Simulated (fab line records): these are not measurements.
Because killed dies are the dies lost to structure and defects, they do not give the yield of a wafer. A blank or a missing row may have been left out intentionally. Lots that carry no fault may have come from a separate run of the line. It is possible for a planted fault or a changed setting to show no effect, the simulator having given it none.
The same fault as seen by 2 desks    flow n5 finfet    each desk has only its own numbers; what lay behind them comes last

== METROLOGY DESK ==
Lot by lot, what the gauges showed, no matter which tool ran the lot: averages of those sampled wafers that carry a number. If a lot's mean is further than 4 standard deviations from the usual mean, the lot is out of limits and carries the mark OUT (the distance appears in the brackets). Readings shown: 7 of its 10, picked as those furthest out on some lot.
Columns: A = DIBL_N at N5_BEOL_M4_RC_MEAS_101, usual 37.1 mV/V; B = DIBL_P at N5_BEOL_M4_RC_MEAS_101, usual 38 mV/V; C = ION_N at N5_BEOL_M4_RC_MEAS_101, usual 678 uA/um; D = ION_P at N5_BEOL_M4_RC_MEAS_101, usual 467 uA/um; E = SS_P at N5_BEOL_M4_RC_MEAS_101, usual 73.7 mV/dec; F = VT_N at N5_BEOL_M4_RC_MEAS_101, usual 249 mV; G = VT_P at N5_BEOL_M4_RC_MEAS_101, usual -248 mV
lot   first seen here  A     B   C    D    E     F    G
L982  day 10 15:06     32.6  33  652  456  71.8  256  -250
L985  day 11 17:44     36.8  38  691  474  74.1  244  -244
L989  day 12 01:53     36.6  39  676  467  73.9  250  -247
L986  day 12 18:28     39.6  38  676  473  74.0  248  -245
L992  day 14 00:48     35.2  37  659  462  72.9  251  -250
L996  day 14 04:21     38.3  40  694  472  74.0  246  -248
L995  day 14 11:16     34.7  33  671  461  73.0  255  -253
L999  day 14 14:53     38.8  40  689  476  74.1  247  -243
L102  day 15 15:13     35.4  36  665  459  73.4  254  -252
This desk's verdict: no lot among the 9 shows anything out of limits.

== DESK OF THE TOOL OWNER: rie diel-05 ==
The tool's own readings at N5_BEOL_M0_ETCH_109 (etches SiCN in CH3F/O2, target depth 8 nm, overetch 2.4 nm, time 27.4 s): means of the sampled wafers that have a number, for each lot that ran on this tool. If a lot's mean is further than 4 standard deviations from the usual mean, the lot is out of limits and carries the mark OUT (the distance appears in the brackets).
Columns: A = bias w at N5_BEOL_M0_ETCH_109, usual 75.00 W; B = drypump motor current A at N5_BEOL_M0_ETCH_109, usual 5.6 A; C = oes product au at N5_BEOL_M0_ETCH_109, usual 0.68 a.u.; D = rf vpp V at N5_BEOL_M0_ETCH_109, usual 297.2 V; E = showerhead plenum p Torr at N5_BEOL_M0_ETCH_109, usual 2.00 Torr; F = throttle valve pct at N5_BEOL_M0_ETCH_109, usual 16.13 %
lot   first seen here  A                B    C     D                 E     F
L982  day 5 20:10      75.24            5.7  0.70  296.9             2.01  16.00
L985  day 6 14:39      75.17            6.1  0.74  297.0             1.99  15.97
L989  day 8 01:37      75.11            5.2  0.77  297.0             1.98  16.05
L992  day 8 15:07      70.97 (-18) OUT  5.6  0.73  286.7 (-7.5) OUT  1.98  16.04
This desk finds L992 out of limits, L992 being first, at day 8 15:07 (bias w at N5_BEOL_M0_ETCH_109). L982, L985, L989 stayed within limits.

== ALL TOGETHER ==
The tool owner's desk could have raised an alarm at day 8 15:07, on L992.
From the metrology desk's view, nothing was out of limits.
The metrology desk holds a record of L992, inside its limits.
The lots listed all ran N5_BEOL_M0_ETCH_109 on rie diel-05.

== WHAT WAS PUT IN BY THE SIMULATOR ==
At N5_BEOL_M0_ETCH_109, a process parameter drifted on rie diel-05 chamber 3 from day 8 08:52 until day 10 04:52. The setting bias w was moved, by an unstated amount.
Struck lots among those shown: L992.
Time in hours from fault onset to the first out-of-limits reading at each desk: the tool owner's desk, 6.
